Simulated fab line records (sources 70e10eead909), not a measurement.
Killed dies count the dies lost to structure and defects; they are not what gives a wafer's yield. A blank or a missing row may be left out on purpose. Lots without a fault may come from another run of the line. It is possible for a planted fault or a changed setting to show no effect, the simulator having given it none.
Chamber matching :: flow nandHarc :: 4 sister chambers for NHARC_A_SLIT_DESCUM_14 on rieDiel-06
The step chemistry O2, time 3 s. 22 wafers are shown with their chamber, then 11 later ones without.

## EACH WAFER AND ITS CHAMBER
wafer: L075.1
chamber: 0
drypumpMotorCurrentA (A): 4.7
showerheadPlenumPTorr (Torr): 1.87
rfVppV (V): 57.5

wafer: L075.3
chamber: 2
drypumpMotorCurrentA (A): 5.8
showerheadPlenumPTorr (Torr): 1.96
rfVppV (V): 56.6

wafer: L075.4
chamber: 3
drypumpMotorCurrentA (A): 6.0
showerheadPlenumPTorr (Torr): 1.99
rfVppV (V): 58.5

wafer: L080.3
chamber: 3
drypumpMotorCurrentA (A): 6.0
showerheadPlenumPTorr (Torr): 1.99
rfVppV (V): 57.5

wafer: L080.4
chamber: 2
drypumpMotorCurrentA (A): 5.8
showerheadPlenumPTorr (Torr): 1.96
rfVppV (V): 58.7

wafer: L080.5
chamber: 1
drypumpMotorCurrentA (A): 6.0
showerheadPlenumPTorr (Torr): 1.94
rfVppV (V): 58.0

wafer: L078.1
chamber: 3
drypumpMotorCurrentA (A): 6.0
showerheadPlenumPTorr (Torr): 1.99
rfVppV (V): 57.1

wafer: L078.4
chamber: 0
drypumpMotorCurrentA (A): 4.7
showerheadPlenumPTorr (Torr): 1.87
rfVppV (V): 57.4

wafer: L078.5
chamber: 1
drypumpMotorCurrentA (A): 6.0
showerheadPlenumPTorr (Torr): 1.94
rfVppV (V): 58.4

wafer: L081.2
chamber: 1
drypumpMotorCurrentA (A): 6.0
showerheadPlenumPTorr (Torr): 1.94
rfVppV (V): 58.0

wafer: L081.3
chamber: 0
drypumpMotorCurrentA (A): 4.7
showerheadPlenumPTorr (Torr): 1.87
rfVppV (V): 58.1

wafer: L081.6
chamber: 3
drypumpMotorCurrentA (A): 6.0
showerheadPlenumPTorr (Torr): 1.98
rfVppV (V): 59.1

wafer: L083.3
chamber: 2
drypumpMotorCurrentA (A): 5.8
showerheadPlenumPTorr (Torr): 1.96
rfVppV (V): 58.7

wafer: L083.4
chamber: 0
drypumpMotorCurrentA (A): 4.7
showerheadPlenumPTorr (Torr): 1.86
rfVppV (V): 56.6

wafer: L083.6
chamber: 1
drypumpMotorCurrentA (A): 6.1
showerheadPlenumPTorr (Torr): 1.94
rfVppV (V): 58.6

wafer: L084.3
chamber: 1
drypumpMotorCurrentA (A): 6.0
showerheadPlenumPTorr (Torr): 1.94
rfVppV (V): 57.8

wafer: L084.4
chamber: 3
drypumpMotorCurrentA (A): 6.0
showerheadPlenumPTorr (Torr): 1.98
rfVppV (V): 57.8

wafer: L084.6
chamber: 1
drypumpMotorCurrentA (A): 6.1
showerheadPlenumPTorr (Torr): 1.94
rfVppV (V): 58.0

wafer: L085.3
chamber: 3
drypumpMotorCurrentA (A): 6.0
showerheadPlenumPTorr (Torr): 1.98
rfVppV (V): 57.7

wafer: L085.5
chamber: 3
drypumpMotorCurrentA (A): 6.0
showerheadPlenumPTorr (Torr): 1.98
rfVppV (V): 60.1

wafer: L085.6
chamber: 0
drypumpMotorCurrentA (A): 4.7
showerheadPlenumPTorr (Torr): 1.86
rfVppV (V): 57.3

wafer: L086.2
chamber: 0
drypumpMotorCurrentA (A): 4.7
showerheadPlenumPTorr (Torr): 1.86
rfVppV (V): 57.4

SIGNATURES, as means of the wafers listed above
reading: drypumpMotorCurrentA
chamber 0: 4.700
chamber 1: 6.033
chamber 2: 5.800
chamber 3: 6.000
scatter within a chamber: 0.0272

reading: showerheadPlenumPTorr
chamber 0: 1.8650
chamber 1: 1.9400
chamber 2: 1.9600
chamber 3: 1.9843
scatter within a chamber: 0.00423

reading: rfVppV
chamber 0: 57.383
chamber 1: 58.133
chamber 2: 58.000
chamber 3: 58.257
scatter within a chamber: 0.787
Rule: a wafer's distance from a chamber is the root of the sum, over the readings, of the square of ((its reading less the chamber's mean) divided by the reading's scatter). If the next closest chamber is less than 2 further off than the closest, the wafer can't be placed; otherwise it belongs to the closest. How the scatter is found: for the shown wafers, subtract from each reading the mean of its chamber, square and add these, divide the total by (wafers less chambers), then take the root.

## WAFERS WHOSE CHAMBER IS MISSING
wafer: L086.4
drypumpMotorCurrentA (A): 6.1
showerheadPlenumPTorr (Torr): 1.98
rfVppV (V): 59.5

wafer: L086.6
drypumpMotorCurrentA (A): 4.7
showerheadPlenumPTorr (Torr): 1.86
rfVppV (V): 56.9

wafer: L093.1
drypumpMotorCurrentA (A): 6.0
showerheadPlenumPTorr (Torr): 1.98
rfVppV (V): 58.2

wafer: L093.2
drypumpMotorCurrentA (A): 5.8
showerheadPlenumPTorr (Torr): 1.95
rfVppV (V): 56.0

wafer: L093.4
drypumpMotorCurrentA (A): 6.1
showerheadPlenumPTorr (Torr): 1.94
rfVppV (V): 58.2

wafer: L094.1
drypumpMotorCurrentA (A): 6.1
showerheadPlenumPTorr (Torr): 1.94
rfVppV (V): 58.7

wafer: L094.2
drypumpMotorCurrentA (A): 5.8
showerheadPlenumPTorr (Torr): 1.95
rfVppV (V): 58.6

wafer: L094.4
drypumpMotorCurrentA (A): 6.0
showerheadPlenumPTorr (Torr): 1.94
rfVppV (V): 57.5

wafer: L097.2
drypumpMotorCurrentA (A): 5.8
showerheadPlenumPTorr (Torr): 1.95
rfVppV (V): 58.5

wafer: L097.4
drypumpMotorCurrentA (A): 6.1
showerheadPlenumPTorr (Torr): 1.94
rfVppV (V): 58.9

wafer: L097.6
drypumpMotorCurrentA (A): 6.0
showerheadPlenumPTorr (Torr): 1.98
rfVppV (V): 59.1

## THE CHAMBER EACH PASSED THROUGH
wafer: L086.4
from the rows above: 3
in truth: 3

wafer: L086.6
from the rows above: 0
in truth: 0

wafer: L093.1
from the rows above: 3
in truth: 3

wafer: L093.2
from the rows above: 2
in truth: 2

wafer: L093.4
from the rows above: 1
in truth: 1

wafer: L094.1
from the rows above: 1
in truth: 1

wafer: L094.2
from the rows above: 2
in truth: 2

wafer: L094.4
from the rows above: 1
in truth: 1

wafer: L097.2
from the rows above: 2
in truth: 2

wafer: L097.4
from the rows above: 1
in truth: 1

wafer: L097.6
from the rows above: 3
in truth: 3
Placed correctly: 11 of 11. Not placeable from these rows: 0. 0 placed wrongly.
